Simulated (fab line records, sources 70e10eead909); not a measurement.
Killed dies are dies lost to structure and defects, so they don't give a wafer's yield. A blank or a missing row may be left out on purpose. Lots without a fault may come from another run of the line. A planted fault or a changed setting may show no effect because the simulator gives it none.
Chamber matching | flow nand_harc | NHARC_A_STAIRCASE_TRIM_20 on rie_diel-10: 4 sister chambers
The step chemistry O2, time 211.2 s. 16 wafers are shown with their chamber, then 8 later ones without.

WAFERS WITH THEIR CHAMBER
wafer  | chamber | drypump_motor_current_A (A) | showerhead_plenum_p_Torr (Torr) | rf_vpp_V (V)
L076.2 | 2       | 6.1                         | 3.75                            | 58.8
L076.3 | 3       | 4.7                         | 3.52                            | 58.2
L076.4 | 0       | 5.4                         | 3.56                            | 57.5
L078.1 | 1       | 6.4                         | 3.53                            | 58.7
L078.2 | 3       | 4.7                         | 3.52                            | 59.2
L078.6 | 3       | 4.7                         | 3.52                            | 58.2
L086.1 | 2       | 6.1                         | 3.73                            | 59.4
L086.2 | 0       | 5.4                         | 3.54                            | 57.2
L086.5 | 2       | 6.1                         | 3.73                            | 57.7
L088.3 | 2       | 6.1                         | 3.73                            | 60.1
L088.5 | 0       | 5.4                         | 3.54                            | 57.6
L088.6 | 3       | 4.7                         | 3.49                            | 57.4
L090.2 | 2       | 6.1                         | 3.72                            | 58.4
L090.5 | 1       | 6.5                         | 3.51                            | 58.5
L090.6 | 0       | 5.4                         | 3.53                            | 57.7
L091.1 | 0       | 5.5                         | 3.53                            | 57.9

SIGNATURES (means of the wafers above)
reading                  | chamber 0 | chamber 1 | chamber 2 | chamber 3 | scatter within a chamber
drypump_motor_current_A  | 5.420     | 6.450     | 6.100     | 4.700     | 0.0329
showerhead_plenum_p_Torr | 3.5400    | 3.5200    | 3.7320    | 3.5125    | 0.0128
rf_vpp_V                 | 57.580    | 58.600    | 58.880    | 58.250    | 0.665
Rule: a wafer's distance from a chamber is the root of the sum, over the readings, of the square of ((its reading less the chamber's mean) divided by the reading's scatter). The wafer belongs to the nearest chamber; if the next one is less than 2 further off, it can't be placed. The scatter: the root of (the sum of the squares of (reading less its chamber's mean) over the shown wafers, divided by (wafers less chambers)).

WAFERS WITHOUT THEIR CHAMBER
wafer  | drypump_motor_current_A (A) | showerhead_plenum_p_Torr (Torr) | rf_vpp_V (V)
L091.2 | 6.5                         | 3.51                            | 56.9
L091.3 | 4.7                         | 3.49                            | 57.1
L096.1 | 5.4                         | 3.52                            | 57.5
L096.4 | 4.7                         | 3.48                            | 58.3
L096.6 | 4.7                         | 3.48                            | 58.6
L097.3 | 4.7                         | 3.48                            | 59.4
L097.4 | 6.1                         | 3.71                            | 58.2
L097.6 | 6.1                         | 3.71                            | 58.4

WHICH CHAMBER EACH WENT THROUGH
wafer  | from the rows above | in truth
L091.2 | 1                   | 1
L091.3 | 3                   | 3
L096.1 | 0                   | 0
L096.4 | 3                   | 3
L096.6 | 3                   | 3
L097.3 | 3                   | 3
L097.4 | 2                   | 2
L097.6 | 2                   | 2
Placed correctly: 8 of 8. Can't be placed from these rows: 0. Placed wrongly: 0.
